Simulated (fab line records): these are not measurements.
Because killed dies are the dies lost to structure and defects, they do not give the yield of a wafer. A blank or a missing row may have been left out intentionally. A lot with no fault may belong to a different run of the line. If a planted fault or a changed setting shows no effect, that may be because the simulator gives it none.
Chamber matching ; flow nand-harc ; rie-diel-10 running NHARC_A_CHANNEL_HOLE_D2_DESCUM_15: 4 sister chambers
The step chemistry O2, time 3 s. 20 wafers are shown with their chamber, then 10 later ones without.

## WAFERS, EACH WITH ITS CHAMBER
wafer;chamber;drypump-motor-current-A (A);oes-product-au (a.u.);o2-flow-sccm (sccm)
L074.1;1;5.9;1.001;199.9
L074.3;3;5.1;1.001;199.7
L074.6;1;5.9;1.009;200.3
L075.1;1;5.9;1.005;199.4
L075.4;0;5.6;1.012;200.9
L075.5;2;6.2;1.006;199.4
L080.1;3;5.1;1.007;199.5
L080.4;3;5.2;1.004;198.9
L080.6;1;5.9;1.002;200.7
L082.3;2;6.2;1.006;200.5
L082.4;3;5.2;0.997;201.2
L082.6;2;6.2;1.004;199.5
L085.1;3;5.2;1.004;199.2
L085.2;0;5.5;0.999;200.1
L085.3;1;5.9;1.006;199.4
L089.1;1;5.9;0.991;199.9
L089.4;0;5.6;0.997;199.8
L089.6;1;5.9;1.013;199.4
L088.1;0;5.6;0.991;200.2
L088.4;1;5.9;0.999;199.6

SIGNATURES, as means of the wafers listed above
reading;chamber 0;chamber 1;chamber 2;chamber 3;scatter within a chamber
drypump-motor-current-A;5.575;5.900;6.200;5.160;0.0349
oes-product-au;0.99975;1.00325;1.00533;1.00260;0.00617
o2-flow-sccm;200.250;199.825;199.800;199.700;0.621
Rule: for each reading, subtract the chamber's mean from the wafer's reading, divide by that reading's scatter and square the result; add these up over the readings and take the root, which gives the wafer's distance from the chamber. The wafer belongs to the nearest chamber; if the next one is less than 2 further off, it can't be placed. The scatter: the root of (the sum of the squares of (reading less its chamber's mean) over the shown wafers, divided by (wafers less chambers)).

## WAFERS WITHOUT THEIR CHAMBER
wafer;drypump-motor-current-A (A);oes-product-au (a.u.);o2-flow-sccm (sccm)
L088.5;6.1;0.995;200.1
L092.4;5.2;1.001;199.7
L092.5;6.2;1.000;200.2
L092.6;5.9;1.003;199.3
L094.1;6.2;1.006;200.5
L094.2;5.6;0.993;200.0
L094.4;5.9;1.000;200.8
L097.2;6.2;1.004;200.5
L097.4;5.1;0.993;199.3
L097.5;5.5;0.989;199.4

## WHICH CHAMBER EACH WENT THROUGH
wafer;from the rows above;in truth
L088.5;2;2
L092.4;3;3
L092.5;2;2
L092.6;1;1
L094.1;2;2
L094.2;0;0
L094.4;1;1
L097.2;2;2
L097.4;3;3
L097.5;0;0
Correctly placed: 10 of 10. Number that these rows cannot place: 0. Wrongly placed: 0.
